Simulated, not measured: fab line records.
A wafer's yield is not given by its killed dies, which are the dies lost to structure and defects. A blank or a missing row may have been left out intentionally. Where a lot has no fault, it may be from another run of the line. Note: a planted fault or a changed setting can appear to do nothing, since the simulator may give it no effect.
Which tool was responsible?    flow n5_finfet    36 wafers from 12 lots sampled at 2 of the route's 1938 steps

WHAT THE GAUGES READ, wafer by wafer
N5_DUMMY_GATE_CD_MEAS_50 targets a cd of 14 nm.
lot   measured     on         cd_nm (nm)
L075  day 3 07:17  cd_sem-01  13.9 14.3 14.2
L077  day 3 20:06  cd_sem-02  13.7 13.6 13.8
L079  day 4 10:48  cd_sem-03  13.4 14.2 12.8
L081  day 4 22:04  cd_sem-01  14.2 14.1 13.2
L083  day 5 05:28  cd_sem-02  13.5 13.9 14.0
L085  day 5 19:32  cd_sem-01  14.8 14.0 14.1
L087  day 6 05:14  cd_sem-03  13.8 13.9 13.9
L089  day 6 23:26  cd_sem-02  14.0 14.6 14.2
L091  day 7 10:40  cd_sem-02  14.4 13.9 13.5
L093  day 7 18:54  cd_sem-02  14.1 14.1 14.1
L095  day 8 14:05  cd_sem-01  13.9 14.7 13.8
L096  day 9 05:04  cd_sem-02  14.8 14.7 14.3

TOOL THAT RAN EACH LOT (tool first, then ch and the chambers of the sampled wafers, then the start)
lot   N5_DUMMY_GATE_ETCH_36
L075  rie_diel-04 ch 0,2,3, day 3 07:01
L077  rie_diel-05 ch 0,2,3, day 3 19:44
L079  rie_diel-05 ch 1,2, day 4 10:31
L081  rie_diel-01 ch 0,2,3, day 4 21:47
L083  rie_diel-04 ch 1,2,3, day 5 05:12
L085  rie_diel-05 ch 0,3, day 5 19:16
L087  rie_diel-04 ch 2,3, day 6 04:58
L089  rie_diel-01 ch 1,2,3, day 6 23:10
L091  rie_diel-01 ch 0,2,3, day 7 10:23
L093  rie_diel-01 ch 1,2,3, day 7 18:38
L095  rie_diel-01 ch 0,2,3, day 8 13:49
L096  rie_diel-04 ch 0,2, day 9 04:48
- N5_DUMMY_GATE_ETCH_36: etches SiARC in CF4, target depth 13 nm.

THE ANSWER, worked out from the rows above alone
Rule: the lots themselves supply what counts as usual. The widest of any qualifying gaps counts: lots, ordered by their means at a reading, are off when they make up no more than a third of the lots, leave a main group of 4 or more, and stand apart from it by 3 or more times the standard deviation of that group's means. The tables above print the reading to a certain number of digits; a main group whose means all agree to those digits is not used. A lot without any number at a reading at which 4 lots or more have one is off too. The other lots that the step has rows for count as sound.
No lot is off at any reading shown: from this, nothing can be told.

WHAT THE SIMULATOR HAD INSERTED
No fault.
